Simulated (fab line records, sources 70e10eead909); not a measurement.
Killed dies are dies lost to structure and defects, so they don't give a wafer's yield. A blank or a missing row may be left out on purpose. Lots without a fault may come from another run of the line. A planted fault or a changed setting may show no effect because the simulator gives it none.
A struck lot beside a sound one | flow nand_harc | 13 steps out of a route of 1159
Sound: wafers L619.3, L619.4, L619.5. Struck: wafers L608.2, L608.3, L608.5. The cause comes at the end.
At each step with rows: each side's tool, then ch and its chambers, then its first start. Under that, the readings that differ: sound wafers | struck wafers | difference of the means | sigmas: that difference in standard deviations of wafers without a fault.
alike: readings whose means differ by less than 2 such deviations, and words and numbers that are the same on both sides. not compared: withheld readings, readings that some wafer has no value for, bounds like >300 that may hide the same value, and numbers for which the record gives no deviation and whose values overlap.
The two part at a step that has a row with sigmas, a row that says differs or no value, or rows on one side only. Numbers that don't overlap but have no deviation are shown without sigmas and don't part them. A reading that every wafer of one side lacks parts them only if that side has two wafers or more.

NHARC_P_M2_PRE_CLEAN_30: time 30 s.
  sound on pvd_sputter-02; struck on pvd_sputter-01
  alike: heater_power_w
then, 3 steps without rows for these wafers: NHARC_P_M2_PVD_20 (deposits TaN, target thk 5 nm, time 8.06 s); NHARC_P_M2_PVD_21 (deposits Cu, target thk 30 nm, time 20.49 s); NHARC_P_M2_ECD_22 (material Cu, target thk 400 nm).
NHARC_P_M2_ANNEAL_31: time 90 s.
  sound on rtp_anneal-02 ch 0, day 11 05:52; struck on rtp_anneal-02 ch 0, day 8 12:16
  alike: wafer_temp_C_max
NHARC_P_M2_CMP_23: polishes, t overpolish 20 s, target thk 144.3 nm.
  sound on cmp-04 ch 1,2, day 11 06:07; struck on cmp-03 ch 2,3, day 8 12:34
  alike: edge_zone_pressure_frac, motor_current_A, time_to_endpoint_s
NHARC_P_M2_THK_MEAS_24: measures by xrf.
  sound on film_metro-01, day 11 06:26; struck on film_metro-02, day 8 12:53
  alike: thk_nm
then, 1 step without rows for these wafers: NHARC_P_M2_SRD_25.
NHARC_P_M2_INSPECT_27:
  sound on defect_inspect-02, day 11 06:37; struck on defect_inspect-01, day 8 13:03
  alike: raw_defect_count
then, 1 step without rows for these wafers: NHARC_P_M2_PRE_CLEAN_32 (time 12 s).
NHARC_P_M2_DEP_33: deposits SiCN, target thk 30 nm.
  sound on pecvd-02 ch 0,1, day 11 06:47; struck on pecvd-02 ch 0,2, day 8 13:12
  alike: heater_power_w
  not compared: since_wet_clean_h
NHARC_P_BONDPAD_DEP_00: deposits SiCN, target thk 250 nm.
  sound on pecvd-04 ch 0,1,2, day 11 07:13; struck on pecvd-01 ch 0,1, day 8 14:12
  alike: heater_power_w
  not compared: since_wet_clean_h
NHARC_P_BONDPAD_CMP_32: polishes SiCN, target thk 200 nm.
  sound on cmp-02 ch 0,3, day 11 07:34; struck on cmp-04 ch 0,3, day 8 14:43
  alike: edge_zone_pressure_frac, motor_current_A

WHERE THEY PART
Nowhere in this record.

WHY: what the simulator had put in
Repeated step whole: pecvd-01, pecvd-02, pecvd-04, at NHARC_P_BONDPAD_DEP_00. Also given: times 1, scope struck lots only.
